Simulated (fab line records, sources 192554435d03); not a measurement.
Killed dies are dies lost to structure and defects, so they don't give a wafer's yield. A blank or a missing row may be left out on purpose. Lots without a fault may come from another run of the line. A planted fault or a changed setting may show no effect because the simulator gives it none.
fab line records | flow n5_finfet
record lots=7 wafers=21
route steps=1938 shown BEOL_M10@1512 BEOL_M12@1648 BEOL_M13@1665 BEOL_M14@1763 BEOL_M15@1773
start_h: hours from the record's first day to the start of the lot's first wafer shown | wait_h: hours since the lot's step before | " the same as in the row above | L1.1+2: a row that stands for several wafers | - no value, or no start given | * or withheld: withheld | < > ~ a bound
route shown NAME@n: a module of which the file shows steps, and the number in the route of the first | usual: mean/standard deviation of fault-free wafers | same: alike in all rows | chamber/n: place in a boat | sites: the reading at each site | _std_site: their standard deviation | _edge_site: outer sites' mean less inner sites' | radius_mm: how far each site lies from the wafer's centre | mask NAME#n: copy n | behind: the tool/chamber that last shaped the wafer | hold: why the lot was held/for how many hours/how that ended | device: the transistor (n, p or np) that didn't switch | end of line: the same wafers' tests at the end of the route | a step without rows: its recipe alone | killed: dies lost to structure and defects at the first sort, not the wafer's yield | map: a wafer's dies, x killed, . not, _ none there
set.NAME: the setting as run; set.NAME@STEP: as run at that earlier step | model.NAME: the simulator's own value behind a step, which no gauge read
lots whose settings were changed on purpose; a table a step, a row a wafer
## steps
# step N5_BEOL_M10_TRENCH_ETCH_37
# recipe chemistry=C4F6/O2 target_depth_a=1488.3 target=SiCOH_lowk time_s=48 ion_energy_ev=250 pressure_mtorr=30 source_w=345 bias_w=185 Ar_flow_sccm=300 C4F6_flow_sccm=10 O2_flow_sccm=10
# columns lot.wafer tool chamber start_h wait_h set.time_s model.etch.depth_nm model.BEOL_M10.feature_depth_nm
L074.4 rie_diel-04 1 - - 48 152.4 152.4
L074.5 " 1 " " 52.23 163.9 164
L074.6 " 2 " " 52.23 156.3 156.2
L080.1 rie_diel-05 0 - - 48 145.6 145.6
L080.3 " 3 " " 48 146.8 146.8
L080.4 " 1 " " 48 143.8 143.8
L082.1 rie_diel-01 0 - - 48 148.2 148.2
L082.4 " 3 " " 48 147.6 147.6
L082.5 " 0 " " 48 148.4 148.4
L088.1 rie_diel-01 1 - - 43.5 132.2 132.2
L088.3 " 2 " " 48 151.2 151.2
L088.5 " 2 " " 48 151 151
L090.2 rie_diel-05 2 - - 48 150.6 150.6
L090.5 " 1 " " 48 144.5 144.4
L090.6 " 0 " " 37.7 114.3 114.2
L096.2 rie_diel-04 2 - - 48 143.5 143.6
L096.5 " 2 " " 48 144.5 144.6
L096.6 " 3 " " 48 150.7 150.6
L095.2 rie_diel-05 3 - - 56.34 169.8 169.8
L095.3 " 2 " " 56.34 176 176
L095.5 " 3 " " 56.34 170.8 170.8
# step N5_BEOL_M10_ETCH_41
# recipe chemistry=CH3F/O2 target=SiCN target_depth_a=426 taper_deg=2 time_s=86 ion_energy_ev=120 mask_material=TiN pressure_mtorr=30 source_w=395 bias_w=75 Ar_flow_sccm=150 CH3F_flow_sccm=30 O2_flow_sccm=20
# step N5_BEOL_M10_STRIP_77
# recipe chemistry=N2/H2 time_s=10 power_w=450 temp_c=40 pressure_mtorr=20 rf_frequency_hz=6e+07 bias_power_w=7 n2_flow_sccm=200 h2_flow_sccm=200
# step N5_BEOL_M10_OCD_MEAS_38
# usual trench_depth_nm=147/3.1
# columns lot.wafer tool chamber start_h wait_h set.time_s@BEOL_M10_TRENCH_ETCH_37 trench_depth_nm
L074.4 ocd-01 - 288.78 - 48 152
L074.5 " - " " 52.23 163
L074.6 " - " " 52.23 157
L080.1 ocd-01 - 315.05 - 48 146
L080.3 " - " " 48 147
L080.4 " - " " 48 144
L082.1 ocd-01 - 332.37 - 48 148
L082.4 " - " " 48 148
L082.5 " - " " 48 148
L088.1 ocd-02 - 368.70 - 43.5 132
L088.3 " - " " 48 151
L088.5 " - " " 48 151
L090.2 ocd-02 - 399.55 - 48 151
L090.5 " - " " 48 144
L090.6 " - " " 37.7 114
L096.2 ocd-02 - 427.11 - 48 143
L096.5 " - " " 48 145
L096.6 " - " " 48 151
L095.2 ocd-02 - 457.72 - 56.34 170
L095.3 " - " " 56.34 176
L095.5 " - " " 56.34 171
# step N5_BEOL_M10_HM_STRIP_39
# recipe chemistry=peroxide_tin_strip material=TiN target_depth_a=250 temp_c=50 time_s=158
# step N5_BEOL_M10_SRD_40
# recipe time_s=30 temp_c=23 rinse_liquid=diw dry=ipa_marangoni
# step N5_BEOL_M10_ECD_50
# recipe material=Cu target_thk_a=3180
# step N5_BEOL_M10_ANNEAL_51
# recipe temp_c=225 time_s=90 ambient=N2
# step N5_BEOL_M10_CMP_52
# recipe stop_on=SiCOH_lowk t_overpolish_s=7 down_force_psi=1 platen_rpm=50 clearing_platen_down_force_psi=1.5 clearing_platen_rpm=50 post_cmp_clean=cu_alkaline target_thk_nm=140 clearing_platen_pad_velocity_m_s=0.99484 pad_velocity_m_s=0.99484
# columns lot.wafer tool chamber start_h wait_h set.time_s@BEOL_M10_TRENCH_ETCH_37 model.Cu_of_BEOL_M10_ECD_50.thk_nm
L074.4 cmp-02 2 292.66 0.2 48 142.8
L074.6 " 0 " " 52.23 148.6
L074.5 " 1 " " 52.23 155.8
L080.4 cmp-03 3 318.11 0.1 48 135.8
L080.3 " 0 " " 48 141.4
L080.1 " 2 " " 48 139.6
L082.1 cmp-03 2 336.17 0.3 48 140.6
L082.4 " 0 " " 48 140.8
L082.5 " 3 " " 48 143
L088.3+5 cmp-01 1 371.21 0.2 48 141
L088.1 " 3 " " 43.5 123.4
L090.2 cmp-01 1 403.50 0.3 48 142.2
L090.6 " 3 " " 37.7 107
L090.5 " 0 " " 48 137.2
L096.2 cmp-02 1 429.23 0.3 48 136.8
L096.6 " 3 " " 48 141
L096.5 " 0 " " 48 138
L095.2 cmp-01 2 461.01 0.4 56.34 161.6
L095.3 " 3 " " 56.34 168.4
L095.5 " 0 " " 56.34 162.2
# step N5_BEOL_M10_THK_MEAS_53
# recipe thk_meas_gauge=xrf reads=Cu_of_BEOL_M10_ECD_50
# usual M10_THK=142/3.3
# columns lot.wafer tool chamber start_h wait_h set.time_s@BEOL_M10_TRENCH_ETCH_37 M10_THK[nm]
L074.4 film_metro-01 - 292.89 - 48 145
L074.5 " - " " 52.23 159
L074.6 " - " " 52.23 151
L080.1 film_metro-01 - 318.41 - 48 142
L080.3 " - " " 48 143
L080.4 " - " " 48 137
L082.1 film_metro-01 - 336.46 - 48 143
L082.4 " - " " 48 143
L082.5 " - " " 48 145
L088.1 film_metro-01 - 371.51 - 43.5 126
L088.3 " - " " 48 143
L088.5 " - " " 48 143
L090.2 film_metro-01 - 403.72 - 48 145
L090.5 " - " " 48 139
L090.6 " - " " 37.7 108
L096.2 film_metro-01 - 429.45 - 48 139
L096.5 " - " " 48 140
L096.6 " - " " 48 143
L095.2 film_metro-02 - 461.23 - 56.34 162
L095.3 " - " " 56.34 169
L095.5 " - " " 56.34 163
# step N5_BEOL_M10_PRE_CLEAN_55
# recipe gas=NH3 time_s=15 temp_c=withheld rf_power_w=300
# step N5_BEOL_M10_DEP_56
# recipe material=SiCN target_thk_a=150 temp_c=withheld precursor=3MS/NH3 pressure_torr=3 rf_w=202 time_s=26.5
# step N5_BEOL_M10_RS_MEAS_57
# recipe thk_meas_gauge=four-point-probe reads=Cu_of_BEOL_M10_ECD_50+Co_of_BEOL_M10_CVD_75+TaN_of_BEOL_M10_ALD_74
# usual M10_RS=0.152/0.0037
# columns lot.wafer tool chamber start_h wait_h set.time_s@BEOL_M10_TRENCH_ETCH_37 M10_RS[ohm/sq]
L074.4 film_metro-02 - 293.02 0.0 48 0.148
L074.5 " - " " 52.23 0.135
L074.6 " - " " 52.23 0.141
L080.1 film_metro-01 - 318.54 0.1 48 0.152
L080.3 " - " " 48 0.149
L080.4 " - " " 48 0.156
L082.1 film_metro-01 - 336.60 0.1 48 0.150
L082.4 " - " " 48 0.150
L082.5 " - " " 48 0.148
L088.1 film_metro-01 - 371.64 0.1 43.5 0.174
L088.3 " - " " 48 0.150
L088.5 " - " " 48 0.150
L090.2 film_metro-01 - 403.85 0.1 48 0.148
L090.5 " - " " 48 0.154
L090.6 " - " " 37.7 0.204
L096.2 film_metro-01 - 429.60 0.1 48 0.155
L096.5 " - " " 48 0.153
L096.6 " - " " 48 0.149
L095.2 film_metro-01 - 461.36 0.1 56.34 0.129
L095.3 " - " " 56.34 0.123
L095.5 " - " " 56.34 0.128
# step N5_BEOL_M12_SPUTTER_43
# recipe material=TaN target_thk_a=150 temp_c=50 bias_v=168.6 power_w=15000 chamber_pressure_pa=0.12 time_s=24.19
# columns lot.wafer tool chamber start_h wait_h set.power_w model.TaN_of_BEOL_M12_SPUTTER_43.thk_nm
L074.4 pvd_sputter-01 - 305.70 0.0 13810 14
L074.5 " - " " 15000 15
L074.6 " - " " 13810 13.8
L080.1+4 pvd_sputter-01 - 332.10 0.0 15000 15
L080.3 " - " " 15000 15.2
L082.1+5 pvd_sputter-03 - 350.54 0.0 14200 14.2
L082.4 " - " " 15000 14.8
L088.1+5 pvd_sputter-02 - 387.55 0.0 15830 15.6
L088.3 " - " " 15000 14.6
L090.2 pvd_sputter-01 - 414.52 0.0 12960 12.8
L090.5 " - " " 15000 15.2
L090.6 " - " " 15000 14.8
L096.2+6 pvd_sputter-03 - 440.44 0.0 15000 15
L096.5 " - " " 15000 15.2
L095.2+5 pvd_sputter-02 - 477.49 0.0 15000 15
L095.3 " - " " 15000 15.2
# step N5_BEOL_M12_DEP_53
# recipe material=SiCN target_thk_a=300 temp_c=withheld precursor=3MS/NH3 pressure_torr=3 rf_w=675 time_s=10.5
# columns lot.wafer tool chamber start_h wait_h set.time_s model.SiCN_of_BEOL_M12_DEP_53.thk_nm
L074.4 pecvd-03 0 306.80 0.0 10.89 31.8
L074.5 " 1 " " 10.89 31.2
L074.6 " 2 " " 10.5 29.8
L080.1 pecvd-01 0 333.18 0.0 10.5 29.8
L080.3 " 2 " " 11.07 31.4
L080.4 " 0 " " 11.07 32
L082.1 pecvd-01 2 351.61 0.0 11.74 33.2
L082.4 " 2 " " 10.5 29.6
L082.5 " 0 " " 10.5 30.2
L088.1 pecvd-01 1 388.64 0.0 10.5 30.4
L088.3 " 2 " " 10.5 29.8
L088.5 " 0 " " 10.5 30.6
L090.2 pecvd-01 1 415.61 0.0 10.5 30.2
L090.5 " 1 " " 10.93 32.2
L090.6 " 2 " " 10.93 31.2
L096.2 pecvd-01 1 441.51 0.0 10.5 30.2
L096.5 " 0 " " 10.5 30
L096.6 " 1 " " 10.5 31
L095.2 pecvd-02 1 478.64 0.0 11.56 33
L095.3 " 0 " " 11.56 33.6
L095.5 " 2 " " 10.5 30.2
# step N5_BEOL_M13_EXPOSE_07
# recipe mask_id=V12 na=0.93 source_shape=conventional sigma_outer=0.6 polarization=unpolarized attpsm_phase_deg=180 dose_mj=24.8
# columns lot.wafer tool chamber start_h wait_h mask set.dose_mj
L074.4+5+6 krf_scanner-02 0 307.34 - V12#0 24.8
L080.1 krf_scanner-01 0 333.71 - V12#0 24.04
L080.3+4 " 0 " " V12#0 24.8
L082.1+5 krf_scanner-01 0 352.14 - V12#0 24.8
L082.4 " 0 " " V12#0 23.91
L088.1+5 krf_scanner-02 0 389.17 - V12#0 26.35
L088.3 " 0 " " V12#0 24.8
L090.2+5 krf_scanner-01 0 416.03 - V12#0 24.24
L090.6 " 0 " " V12#0 24.8
L096.2+5+6 krf_scanner-02 0 441.93 - V12#0 24.8
L095.2+5 krf_scanner-02 0 479.18 - V12#0 24.8
L095.3 " 0 " " V12#0 23.26
# step N5_BEOL_M13_PEB_08
# recipe peb_temp_c=130 peb_time_s=90
# step N5_BEOL_M13_DEVELOP_09
# recipe develop_time_s=45 rinse_liquid=diw dry=air_spin dev_temp_c=21
# step N5_BEOL_M13_HARDBAKE_14
# recipe temp_c=130 time_s=120
# step N5_BEOL_M13_CD_MEAS_10
# recipe target_cd_nm=190 landing_energy_ev=500 detector=se_inlens polarity=opening
# usual cd_nm=189.1/1.5
# columns lot.wafer tool chamber start_h wait_h set.dose_mj@BEOL_M13_EXPOSE_07 cd_nm
L074.4 cd_sem-03 0 307.50 - 24.8 192.0
L074.5 " 0 " " 24.8 191.3
L074.6 " 0 " " 24.8 191.3
L080.1 cd_sem-01 0 333.88 - 24.04 185.4
L080.3 " 0 " " 24.8 187.6
L080.4 " 0 " " 24.8 186.7
L082.1 cd_sem-03 0 352.31 - 24.8 188.0
L082.4 " 0 " " 23.91 186.2
L082.5 " 0 " " 24.8 187.7
L088.1 cd_sem-03 0 389.35 - 26.35 197.3
L088.3 " 0 " " 24.8 190.4
L088.5 " 0 " " 26.35 196.1
L090.2 cd_sem-02 0 416.19 - 24.24 187.9
L090.5 " 0 " " 24.24 185.5
L090.6 " 0 " " 24.8 189.0
L096.2 cd_sem-02 0 442.09 - 24.8 188.0
L096.5 " 0 " " 24.8 190.6
L096.6 " 0 " " 24.8 187.7
L095.2 cd_sem-02 0 479.34 - 24.8 186.3
L095.3 " 0 " " 23.26 179.1
L095.5 " 0 " " 24.8 189.2
# step N5_BEOL_M14_SPUTTER_44
# recipe material=Ta target_thk_a=150 temp_c=50 bias_v=80 power_w=15000 chamber_pressure_pa=0.07 time_s=24.19
# columns lot.wafer tool chamber start_h wait_h set.power_w model.Ta_of_BEOL_M14_SPUTTER_44.thk_nm
L074.4 pvd_sputter-01 - 318.06 0.0 16690 17
L074.5+6 " - " " 15000 14.8
L080.1+3 pvd_sputter-01 - 343.31 0.0 15000 15
L080.4 " - " " 15000 14.8
L082.1 pvd_sputter-01 - 364.49 0.0 17530 17.8
L082.4 " - " " 17530 17.4
L082.5 " - " " 15000 15.4
L088.1 pvd_sputter-02 - 402.47 0.0 16520 16.6
L088.3+5 " - " " 15000 14.8
L090.2 pvd_sputter-02 - 425.70 0.0 15000 15.2
L090.5+6 " - " " 17650 17.6
L096.2+5 pvd_sputter-01 - 457.79 0.0 15000 15.2
L096.6 " - " " 15000 14.8
L095.2 pvd_sputter-01 - 487.62 0.0 15000 14.6
L095.3 " - " " 15000 15.2
L095.5 " - " " 15000 15
# step N5_BEOL_M14_SPUTTER_45
# recipe material=Cu target_thk_a=1000 temp_c=-20 bias_v=60 power_w=26000 chamber_pressure_pa=0.13 time_s=16.67
# step N5_BEOL_M14_ECD_47
# recipe material=Cu target_thk_a=12480
# step N5_BEOL_M14_ANNEAL_48
# recipe temp_c=225 time_s=90 ambient=N2
# step N5_BEOL_M14_CMP_49
# recipe stop_on=SiO2 t_overpolish_s=5.2 down_force_psi=2 platen_rpm=80 clearing_platen_down_force_psi=2 clearing_platen_rpm=80 post_cmp_clean=cu_alkaline target_thk_nm=560 clearing_platen_pad_velocity_m_s=1.5917 pad_velocity_m_s=1.5917
# usual barrier_field_endpoint_s=11.46/0.27
# columns lot.wafer tool chamber start_h wait_h set.power_w@BEOL_M14_SPUTTER_44 barrier_field_endpoint_s
L074.4 cmp-02 3 319.38 0.2 16690 12.39
L074.5 " 1 " " 15000 11.57
L074.6 " 2 " " 15000 11.38
L080.3 cmp-03 0 344.11 0.2 15000 11.78
L080.1 " 2 " " 15000 12.03
L080.4 " 3 " " 15000 11.59
L082.4 cmp-01 0 365.24 0.1 17530 11.98
L082.1 " 2 " " 17530 12.81
L082.5 " 0 " " 15000 11.45
L088.3 cmp-01 1 403.15 0.2 15000 10.94
L088.1 " 3 " " 16520 12.13
L088.5 " 2 " " 15000 11.38
L090.2 cmp-01 1 426.63 0.3 15000 11.35
L090.5 " 2 " " 17650 12.59
L090.6 " 3 " " 17650 12.56
L096.2 cmp-01 0 458.51 0.2 15000 11.72
L096.5 " 3 " " 15000 11.89
L096.6 " 0 " " 15000 11.56
L095.2 cmp-01 3 488.34 0.2 15000 11.62
L095.3 " 0 " " 15000 11.62
L095.5 " 2 " " 15000 11.95
# step N5_BEOL_M15_ILD_DEP_00
# recipe material=SiO2 target_thk_a=16293 temp_c=400 precursor=TEOS/O2 pressure_torr=6.5 rf_w=900 teos_flow_sccm=161.4 gas=O2 flow_sccm=2650 time_s=346.1
# columns lot.wafer tool chamber start_h wait_h set.time_s model.SiO2_of_BEOL_M15_ILD_DEP_00.thk_nm
L074.4 pecvd-01 0 319.90 0.1 346.1 1630
L074.5 " 2 " " 346.1 1643
L074.6 " 1 " " 379.9 1818
L080.1 pecvd-04 1 344.59 0.0 346.1 1615
L080.3 " 2 " " 346.1 1613
L080.4 " 1 " " 300.9 1402
L082.1 pecvd-01 0 365.72 0.0 346.1 1605
L082.4 " 0 " " 370.8 1759
L082.5 " 1 " " 370.8 1784
L088.1 pecvd-03 2 403.64 0.0 371.1 1699
L088.3 " 0 " " 371.1 1697
L088.5 " 1 " " 346.1 1651
L090.2 pecvd-03 2 427.01 0.0 359.9 1649
L090.5 " 0 " " 346.1 1631
L090.6 " 1 " " 359.9 1740
L096.2 pecvd-04 2 458.96 0.0 346.1 1610
L096.5 " 0 " " 346.1 1672
L096.6 " 2 " " 346.1 1628
L095.2 pecvd-03 2 488.79 0.0 346.1 1592
L095.3 " 1 " " 395.9 1823
L095.5 " 1 " " 346.1 1628
# step N5_BEOL_M15_THK_MEAS_01
# recipe reads=SiO2_of_BEOL_M15_ILD_DEP_00
# usual M15_ILD_THK=1621/26
# columns lot.wafer tool chamber start_h wait_h set.time_s@BEOL_M15_ILD_DEP_00 M15_ILD_THK[nm]
L074.4 film_metro-02 - 320.04 0.0 346.1 1630
L074.5 " - " " 346.1 1642
L074.6 " - " " 379.9 1818
L080.1 film_metro-01 - 344.84 0.1 346.1 1615
L080.3 " - " " 346.1 1614
L080.4 " - " " 300.9 1402
L082.1 film_metro-01 - 365.97 0.1 346.1 1606
L082.4 " - " " 370.8 1757
L082.5 " - " " 370.8 1785
L088.1 film_metro-02 - 403.89 0.1 371.1 1700
L088.3 " - " " 371.1 1696
L088.5 " - " " 346.1 1651
L090.2 film_metro-02 - 427.26 0.1 359.9 1649
L090.5 " - " " 346.1 1631
L090.6 " - " " 359.9 1740
L096.2 film_metro-02 - 459.21 0.1 346.1 1610
L096.5 " - " " 346.1 1673
L096.6 " - " " 346.1 1627
L095.2 film_metro-01 - 489.04 0.1 346.1 1592
L095.3 " - " " 395.9 1823
L095.5 " - " " 346.1 1628
# step N5_BEOL_M15_COAT_58
# recipe resist=BARC temp_c=205 time_s=60 spin_rpm=1500 resist_thk_nm=89
# step N5_BEOL_M15_COAT_04
# recipe spin_rpm=1704 resist_thk_nm=800
# step N5_BEOL_M15_DESCUM_15
# recipe chemistry=O2 time_s=7.9 source_power_w=50 bias_power_w=20 pressure_mtorr=20 rf_frequency_hz=2.712e+07 temp_c=40 o2_flow_sccm=225
# step N5_BEOL_M15_ETCH_59
# recipe chemistry=N2/H2 target=BARC target_depth_a=890 overetch_a=267 time_s=67.9 ion_energy_ev=200 pressure_mtorr=30 source_w=840 bias_w=150 n2_flow_sccm=200 h2_flow_sccm=200
# step N5_BEOL_M15_VIA_ETCH_16
# recipe chemistry=C4F8/O2/Ar target=SiO2 he_inner_torr=15 he_outer_torr=30 target_depth_a=17922 time_s=withheld ion_energy_ev=800 pressure_mtorr=20 source_w=1905 bias_w=2040 Ar_flow_sccm=400 C4F8_flow_sccm=16 O2_flow_sccm=12 ends=cleared
# columns lot.wafer tool chamber start_h wait_h set.time_s@BEOL_M15_ILD_DEP_00 model.etch.depth_nm model.coat_of_BEOL_M15_COAT_04.thk_nm
L074.4 rie_diel-06 3 320.64 0.0 * 1630 347
L074.5 " 1 " " * 1643 341
L074.6 " 2 " " * 1818 310.2
L080.1 rie_diel-02 1 345.32 0.0 * 1615 338.8
L080.3 " 3 " " * 1613 334
L080.4 " 2 " " * 1402 383.2
L082.1 rie_diel-02 0 366.78 0.0 * 1605 342.6
L082.4 " 3 " " * 1759 298.4
L082.5 " 2 " " * 1784 290.2
L088.1 rie_diel-02 3 404.50 0.0 * 1699 315.8
L088.3 " 2 " " * 1697 316.8
L088.5 " 3 " " * 1651 328
L090.2 rie_diel-02 0 427.90 0.0 * 1649 329.2
L090.5 " 0 " " * 1631 333.2
L090.6 " 3 " " * 1740 299.8
L096.2 rie_diel-03 3 459.69 0.0 * 1610 341.4
L096.5 " 2 " " * 1672 326.8
L096.6 " 3 " " * 1628 336.4
L095.2 rie_diel-06 3 489.64 0.0 * 1592 352.6
L095.3 " 0 " " * 1823 282.6
L095.5 " 3 " " * 1628 342.6
# step N5_BEOL_M15_TRENCH_ETCH_34
# recipe chemistry=C4F8/O2/Ar target=SiO2 target_depth_a=8729.3 he_inner_torr=15 he_outer_torr=30 time_s=199 ion_energy_ev=800 pressure_mtorr=20 source_w=1905 bias_w=2040 Ar_flow_sccm=400 C4F8_flow_sccm=16 O2_flow_sccm=12
# usual rf_vpp_V=2206/37
# columns lot.wafer tool chamber start_h wait_h set.bias_w rf_vpp_V
L074.4 rie_diel-03 3 322.25 0.0 2399 2455
L074.5 " 2 " " 2040 2225
L074.6 " 1 " " 2040 2199
L080.1 rie_diel-02 2 346.82 0.0 2040 2179
L080.3 " 3 " " 2040 2263
L080.4 " 1 " " 2040 2235
L082.1 rie_diel-02 3 368.60 0.0 1925 2172
L082.4 " 2 " " 1925 2090
L082.5 " 1 " " 2040 2237
L088.1 rie_diel-02 2 406.09 0.0 1879 2055
L088.3 " 3 " " 2040 2261
L088.5 " 3 " " 1879 2136
L090.2 rie_diel-03 2 430.37 0.0 2040 2223
L090.5 " 3 " " 2040 2194
L090.6 " 0 " " 2163 2354
L096.2 rie_diel-06 2 461.24 0.0 2040 2139
L096.5 " 2 " " 2040 2139
L096.6 " 3 " " 2040 2251
L095.2 rie_diel-02 3 491.10 0.0 2333 2479
L095.3 " 1 " " 2333 2450
L095.5 " 2 " " 2040 2177
## key
split step=N5_BEOL_M10_TRENCH_ETCH_37 setting=time_s stated=48 by=wafer
response step=N5_BEOL_M10_TRENCH_ETCH_37 reading=model.etch.depth_nm change=+1.53 per=1% r=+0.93
response step=N5_BEOL_M10_TRENCH_ETCH_37 reading=model.BEOL_M10.feature_depth_nm change=+1.53 per=1% r=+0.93
response step=N5_BEOL_M10_OCD_MEAS_38 reading=trench_depth_nm change=+1.53 per=1% r=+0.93
response step=N5_BEOL_M10_CMP_52 reading=model.Cu_of_BEOL_M10_ECD_50.thk_nm change=+1.52 per=1% r=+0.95
response step=N5_BEOL_M10_THK_MEAS_53 reading=M10_THK change=+1.55 per=1% r=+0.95
response step=N5_BEOL_M10_RS_MEAS_57 reading=M10_RS change=-0.0023 per=1% r=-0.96
split step=N5_BEOL_M12_SPUTTER_43 setting=power_w stated=15000 by=wafer
response step=N5_BEOL_M12_SPUTTER_43 reading=model.TaN_of_BEOL_M12_SPUTTER_43.thk_nm change=+0.154 per=1% r=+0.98
split step=N5_BEOL_M12_DEP_53 setting=time_s stated=10.5 by=wafer
response step=N5_BEOL_M12_DEP_53 reading=model.SiCN_of_BEOL_M12_DEP_53.thk_nm change=+0.309 per=1% r=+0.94
split step=N5_BEOL_M13_EXPOSE_07 setting=dose_mj stated=24.8 by=wafer
response step=N5_BEOL_M13_CD_MEAS_10 reading=cd_nm change=+1.04 per=1% r=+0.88
split step=N5_BEOL_M14_SPUTTER_44 setting=power_w stated=15000 by=wafer
response step=N5_BEOL_M14_SPUTTER_44 reading=model.Ta_of_BEOL_M14_SPUTTER_44.thk_nm change=+0.148 per=1% r=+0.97
response step=N5_BEOL_M14_CMP_49 reading=barrier_field_endpoint_s change=+0.0699 per=1% r=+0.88
split step=N5_BEOL_M15_ILD_DEP_00 setting=time_s stated=346.1 by=wafer
response step=N5_BEOL_M15_ILD_DEP_00 reading=model.SiO2_of_BEOL_M15_ILD_DEP_00.thk_nm change=+15.9 per=1% r=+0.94
response step=N5_BEOL_M15_THK_MEAS_01 reading=M15_ILD_THK change=+15.9 per=1% r=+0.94
response step=N5_BEOL_M15_VIA_ETCH_16 reading=model.etch.depth_nm change=+15.9 per=1% r=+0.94
response step=N5_BEOL_M15_VIA_ETCH_16 reading=model.coat_of_BEOL_M15_COAT_04.thk_nm change=-4.02 per=1% r=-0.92
split step=N5_BEOL_M15_TRENCH_ETCH_34 setting=bias_w stated=2040 by=wafer
response step=N5_BEOL_M15_TRENCH_ETCH_34 reading=rf_vpp_V change=+17.3 per=1% r=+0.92
